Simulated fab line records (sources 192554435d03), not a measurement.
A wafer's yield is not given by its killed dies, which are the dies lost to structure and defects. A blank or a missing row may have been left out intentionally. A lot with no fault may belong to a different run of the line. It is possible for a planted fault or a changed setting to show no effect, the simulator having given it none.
fab line records | flow n5-finfet
[record] lots = 13 | wafers = 35 | last-day = 19
route steps=1938 shown BEOL_M5@1182 BEOL_M6@1195 PASSIVATION@1936
lots that met no fault: taken from a fault-free run of the same line
start-h: hours from the record's opening day to when the first of the lot's shown wafers began | wait-h: how many hours have passed since the lot's step before this one | " as in the row above | L1.1+2: one row covering several wafers at once | - value missing, or start not given | * or withheld: withheld | < > ~ a bound
route shown NAME@n: NAME is a module with steps in the file, n the number in the route of the first one | usual: mean and standard deviation over wafers with no fault | same: alike in all rows | chamber/n: place in a boat | sites: each site's reading | _std_site: standard deviation across them | _edge_site: outer sites' mean less inner sites' | radius-mm: how far each site lies from the wafer's centre | mask NAME#n: copy n | behind: the tool/chamber that last shaped the wafer | hold: why the lot was held/for how many hours/how that ended | device: the n, p or np transistor that did not switch | end of line: tests of these same wafers at the route's end | a step without rows: its recipe alone | killed: the dies lost at the first sort to structure and to defects; this is not the yield of the wafer | map: a wafer's dies, x killed, . not, _ none there
set.NAME: the setting the step ran with; set.NAME@STEP: the setting that earlier step ran with | model.NAME: the simulator's own value behind a step, which no gauge read
route steps across a sampled set of lots; one table per step, one row per wafer
services: from which hour (start-h, from the record's first day; less than 0 if before it) a tool's chamber was out of use, for how many hours, and why
[[steps]]
[step N5_BEOL_M5_ANNEAL_89]
[recipe] temp-c = 400 | time-s = 1800 | ambient = vacuum
[usual] heater-power-w = 816/69
lot.wafer | tool           | chamber | start-h | wait-h | heater-power-w
L327.1    | pvd-sputter-01 | -       | 195.81  | 0.0    | 868
L327.2    | "              | -       | "       | "      | 700
L327.6    | "              | -       | "       | "      | 854
L328.3    | pvd-sputter-01 | -       | 215.33  | 0.0    | 874
L328.6    | "              | -       | "       | "      | 863
L332.2    | pvd-sputter-01 | -       | 225.45  | 0.0    | 845
L332.5    | "              | -       | "       | "      | 752
L332.6    | "              | -       | "       | "      | 823
L329.1    | pvd-sputter-03 | -       | 225.53  | 0.0    | 764
L329.5    | "              | -       | "       | "      | 711
L330.3    | pvd-sputter-02 | -       | 227.93  | 0.0    | 921
L330.5    | "              | -       | "       | "      | 788
L336.1    | pvd-sputter-02 | -       | 265.75  | 0.0    | 893
L336.5    | "              | -       | "       | "      | 900
L336.6    | "              | -       | "       | "      | 789
L337.1    | pvd-sputter-01 | -       | 284.12  | 0.0    | 748
L337.4    | "              | -       | "       | "      | 822
L338.1    | pvd-sputter-02 | -       | 285.87  | 0.0    | 961
L338.2    | "              | -       | "       | "      | 887
L338.4    | "              | -       | "       | "      | 792
L340.2    | pvd-sputter-02 | -       | 293.27  | 0.0    | 896
L340.3    | "              | -       | "       | "      | 777
L340.5    | "              | -       | "       | "      | 810
L339.1    | pvd-sputter-02 | -       | 302.47  | 0.0    | 879
L339.5    | "              | -       | "       | "      | 805
L339.6    | "              | -       | "       | "      | 770
L344.4    | pvd-sputter-01 | -       | 322.19  | 0.0    | 865
L344.5    | "              | -       | "       | "      | 860
L344.6    | "              | -       | "       | "      | 755
L347.1    | pvd-sputter-02 | -       | 323.22  | 0.0    | 777
L347.3    | "              | -       | "       | "      | 910
L347.5    | "              | -       | "       | "      | 913
L349.1    | pvd-sputter-01 | -       | 363.57  | 0.0    | 751
L349.3    | "              | -       | "       | "      | 813
L349.5    | "              | -       | "       | "      | 778
[step N5_BEOL_M5_INSPECT_58]
[recipe] inspect-instrument = darkfield | mode = post-dep
[usual] raw-defect-count = 75/25
lot.wafer | tool              | chamber | start-h | wait-h | raw-defect-count
L327.1    | defect-inspect-01 | -       | 197.93  | 0.0    | 45
L327.2    | "                 | -       | "       | "      | 79
L327.6    | "                 | -       | "       | "      | 49
L328.3    | defect-inspect-02 | -       | 217.42  | 0.0    | 127
L328.6    | "                 | -       | "       | "      | 104
L332.2    | defect-inspect-02 | -       | 227.54  | 0.0    | 113
L332.5    | "                 | -       | "       | "      | 74
L332.6    | "                 | -       | "       | "      | 132
L329.1    | defect-inspect-01 | -       | 227.65  | 0.0    | 83
L329.5    | "                 | -       | "       | "      | 66
L330.3    | defect-inspect-01 | -       | 230.02  | 0.0    | 112
L330.5    | "                 | -       | "       | "      | 62
L336.1    | defect-inspect-02 | -       | 267.83  | 0.0    | 70
L336.5    | "                 | -       | "       | "      | 52
L336.6    | "                 | -       | "       | "      | 51
L337.1    | defect-inspect-01 | -       | 286.29  | 0.0    | 80
L337.4    | "                 | -       | "       | "      | 57
L338.1    | defect-inspect-02 | -       | 288.01  | 0.0    | 74
L338.2    | "                 | -       | "       | "      | 60
L338.4    | "                 | -       | "       | "      | 58
L340.2    | defect-inspect-02 | -       | 295.61  | 0.0    | 57
L340.3    | "                 | -       | "       | "      | 43
L340.5    | "                 | -       | "       | "      | 76
L339.1    | defect-inspect-02 | -       | 304.56  | 0.0    | 91
L339.5    | "                 | -       | "       | "      | 56
L339.6    | "                 | -       | "       | "      | 58
L344.4    | defect-inspect-01 | -       | 324.36  | 0.0    | 39
L344.5    | "                 | -       | "       | "      | 51
L344.6    | "                 | -       | "       | "      | 34
L347.1    | defect-inspect-02 | -       | 325.34  | 0.0    | 52
L347.3    | "                 | -       | "       | "      | 46
L347.5    | "                 | -       | "       | "      | 52
L349.1    | defect-inspect-02 | -       | 365.67  | 0.0    | 73
L349.3    | "                 | -       | "       | "      | 69
L349.5    | "                 | -       | "       | "      | 103
[step N5_BEOL_M6_CURE_74]
[recipe] temp-c = 385 | time-s = 240 | ambient = He/Ar | material = SiCOH_lowk
[usual] lamp-power-pct = 52.32/0.051 | wafer_temp_C_max = 386.6/0.53
lot.wafer | tool       | chamber | start-h | wait-h | lamp-power-pct | wafer_temp_C_max
L327.1    | uv-cure-03 | 0       | 198.05  | 0.1    | 52.31          | 386.2
L327.2    | "          | 0       | "       | "      | 52.27          | 386.8
L327.6    | "          | 0       | "       | "      | 52.28          | 386.4
L328.3    | uv-cure-03 | 0       | 217.68  | 0.2    | 52.30          | 386.5
L328.6    | "          | 0       | "       | "      | 52.28          | 386.2
L332.2    | uv-cure-02 | 0       | 227.72  | 0.1    | 52.35          | 387.0
L332.5    | "          | 0       | "       | "      | 52.36          | 386.8
L332.6    | "          | 0       | "       | "      | 52.27          | 386.6
L329.1    | uv-cure-03 | 2       | 227.75  | 0.0    | 52.26          | 387.1
L329.5    | "          | 2       | "       | "      | 52.35          | 386.5
L330.3    | uv-cure-03 | 0       | 230.28  | 0.2    | 52.31          | 386.1
L330.5    | "          | 0       | "       | "      | 52.36          | 385.9
L336.1    | uv-cure-01 | 2       | 267.94  | 0.0    | 52.30          | 386.5
L336.5    | "          | 2       | "       | "      | 52.35          | 386.5
L336.6    | "          | 2       | "       | "      | 52.25          | 386.4
L337.1    | uv-cure-03 | 1       | 286.42  | 0.1    | 52.28          | 386.2
L337.4    | "          | 1       | "       | "      | 52.36          | 386.4
L338.1    | uv-cure-01 | 1       | 288.11  | 0.0    | 52.36          | 386.6
L338.2    | "          | 1       | "       | "      | 52.28          | 386.4
L338.4    | "          | 1       | "       | "      | 52.25          | 386.8
L340.2    | uv-cure-02 | 2       | 295.91  | 0.2    | 52.40          | 386.4
L340.3    | "          | 2       | "       | "      | 52.25          | 386.5
L340.5    | "          | 2       | "       | "      | 52.36          | 386.5
L339.1    | uv-cure-02 | 2       | 304.67  | 0.0    | 52.43          | 386.7
L339.5    | "          | 2       | "       | "      | 52.34          | 386.2
L339.6    | "          | 2       | "       | "      | 52.37          | 385.7
L344.4    | uv-cure-02 | 1       | 324.71  | 0.3    | 52.38          | 387.3
L344.5    | "          | 1       | "       | "      | 52.29          | 387.4
L344.6    | "          | 1       | "       | "      | 52.34          | 387.8
L347.1    | uv-cure-02 | 1       | 325.44  | 0.0    | 52.37          | 387.8
L347.3    | "          | 1       | "       | "      | 52.22          | 387.4
L347.5    | "          | 1       | "       | "      | 52.35          | 387.4
L349.1    | uv-cure-03 | 2       | 365.77  | 0.0    | 52.35          | 386.8
L349.3    | "          | 2       | "       | "      | 52.22          | 387.0
L349.5    | "          | 2       | "       | "      | 52.22          | 387.3
[step N5_BEOL_M6_COAT_59]
[recipe] resist = SOC | temp-c = 250 | time-s = 60 | spin-rpm = 1500 | resist-thk-nm = 100
[usual] spin-speed-rpm = 1500.2/1.1
lot.wafer | tool           | chamber | start-h | wait-h | spin-speed-rpm
L327.1    | litho-track-04 | 0       | 200.44  | 0.1    | 1499.7
L327.2    | "              | 0       | "       | "      | 1499.4
L327.6    | "              | 0       | "       | "      | 1502.8
L328.3    | litho-track-01 | 0       | 218.25  | 0.1    | 1501.5
L328.6    | "              | 0       | "       | "      | 1502.1
L332.2    | litho-track-01 | 0       | 230.12  | 0.1    | 1499.4
L332.5    | "              | 0       | "       | "      | 1500.2
L332.6    | "              | 0       | "       | "      | 1501.2
L329.1    | litho-track-02 | 0       | 230.22  | 0.1    | 1500.5
L329.5    | "              | 0       | "       | "      | 1500.5
L330.3    | litho-track-01 | 0       | 231.58  | 0.1    | 1500.8
L330.5    | "              | 0       | "       | "      | 1500.3
L336.1    | litho-track-01 | 0       | 270.96  | 0.1    | 1313.6
L336.5    | "              | 0       | "       | "      | 1314.3
L336.6    | "              | 0       | "       | "      | 1313.6
L337.1    | litho-track-04 | 0       | 288.78  | 0.1    | 1499.7
L337.4    | "              | 0       | "       | "      | 1498.8
L338.1    | litho-track-01 | 0       | 289.83  | 0.1    | 1315.8
L338.2    | "              | 0       | "       | "      | 1314.6
L338.4    | "              | 0       | "       | "      | 1314.8
L340.2    | litho-track-04 | 0       | 297.89  | 0.1    | 1503.0
L340.3    | "              | 0       | "       | "      | 1501.7
L340.5    | "              | 0       | "       | "      | 1501.4
L339.1    | litho-track-01 | 0       | 307.19  | 0.1    | 1314.2
L339.5    | "              | 0       | "       | "      | 1313.1
L339.6    | "              | 0       | "       | "      | 1314.1
L344.4    | litho-track-02 | 0       | 325.98  | 0.0    | 1500.6
L344.5    | "              | 0       | "       | "      | 1501.2
L344.6    | "              | 0       | "       | "      | 1501.7
L347.1    | litho-track-04 | 0       | 326.17  | 0.1    | 1499.5
L347.3    | "              | 0       | "       | "      | 1498.2
L347.5    | "              | 0       | "       | "      | 1501.8
L349.1    | litho-track-04 | 0       | 369.94  | 0.1    | 1498.8
L349.3    | "              | 0       | "       | "      | 1497.0
L349.5    | "              | 0       | "       | "      | 1500.9
[step N5_PASSIVATION_PROBE_49]
[usual] defect-limited-yield = 91.0/1.5 | killed_at_M0_to_M3 = 35/11 | killed_at_M4_up = 13/5 | killed-at-contacts = 12/5.9 | killed-at-front-end = 42/13 | killed-at-other = 3/3.2 | killed-dies = 106/18 | killed-open = 69/13 | killed-short = 35/8.9 | sort_bin_5_function = 5.2/0.95 | sort_bin_6_memory = 3.3/0.71 | sort-n-pass = 1074/18 | sort-yield-pct = 91.0/1.5
[same] gross-dies = 1180 | killed-at-back-side = 0 | sort_bin_4_leakage[%] = 0 | sort_bin_8_speed[%] = 0
lot.wafer | tool      | chamber | start-h | wait-h | defect-limited-yield[%] | killed_at_M0_to_M3 | killed_at_M4_up | killed-at-contacts | killed-at-front-end | killed-at-other | killed-dies | killed-open | killed-short | sort_bin_5_function[%] | sort_bin_6_memory[%] | sort-n-pass | sort-yield-pct[%]
L328.3    | prober-02 | -       | 307.89  | 0.1    | 91.9                    | 31                 | 8               | 15                 | 40                  | 1               | 95          | 61          | 31           | 4.4                    | 3.1                  | 1085        | 91.9
L328.6    | prober-02 | -       | 308.04  | 0.3    | 88.3                    | 42                 | 19              | 23                 | 46                  | 8               | 138         | 89          | 47           | 6.4                    | 4.7                  | 1042        | 88.3
// killed by level:class
L328.3 MOL_CONTACT_COAG:geometric-particle:open=14 BEOL_M0_SAQP:geometric-particle:open=10 FIN_SAQP:geometric-particle:open=9 GATE_CUT:geometric-particle:short=6 BEOL_M2:geometric-particle:open=6 BEOL_M0_SAQP:geometric-particle:short=5 FIN_SAQP:geometric-particle:short=3 DUMMY_GATE:geometric-particle:open=3
L328.6 MOL_CONTACT_COAG:geometric-particle:open=17 FIN_SAQP:geometric-particle:open=15 BEOL_M0_SAQP:geometric-particle:short=13 FIN_SAQP:geometric-particle:short=8 BEOL_M2:geometric-particle:open=8 MOL_CONTACT_COAG:geometric-particle:short=6 DUMMY_GATE:geometric-particle:open=5 BEOL_M3:geometric-particle:open=5
[[services]]
tool           | chamber | start-h | hours | kind
uv-cure-02     | -       | 182.55  | 3.4   | pm
uv-cure-03     | -       | 223.44  | 1.0   | pm
pvd-sputter-02 | -       | 229.10  | 4.9   | repair
uv-cure-01     | -       | 260.68  | 1.3   | repair
litho-track-04 | -       | 263.68  | -     | consumable-replace:filter
pvd-sputter-01 | -       | 264.67  | 2.1   | repair
uv-cure-02     | -       | 275.49  | 9.4   | repair
uv-cure-01     | -       | 330.93  | 2.8   | pm
uv-cure-01     | -       | 355.45  | 0.7   | repair
[[key]]
[first-sign] step = N5_BEOL_M6_COAT_59 | reading = spin-speed-rpm | direction = down | sigmas = 99+ | usual = * | struck = *
effect none on later readings
met-at N5_BEOL_M6_COAT_59
struck-lots L336,L338,L339
not-acting-at N5_BEOL_M5_ANNEAL_89,N5_BEOL_M5_INSPECT_58,N5_BEOL_M6_CURE_74
onset-between 231.58 270.96
[fault] kind = process-parameter-drift | tool = litho-track-01 | chamber = - | onset-h = 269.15 | steps = N5_BEOL_M6_COAT_59 | channel = spin-rpm | offset = * | shape = step | end-h = 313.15 | acts-in = * | stated = *
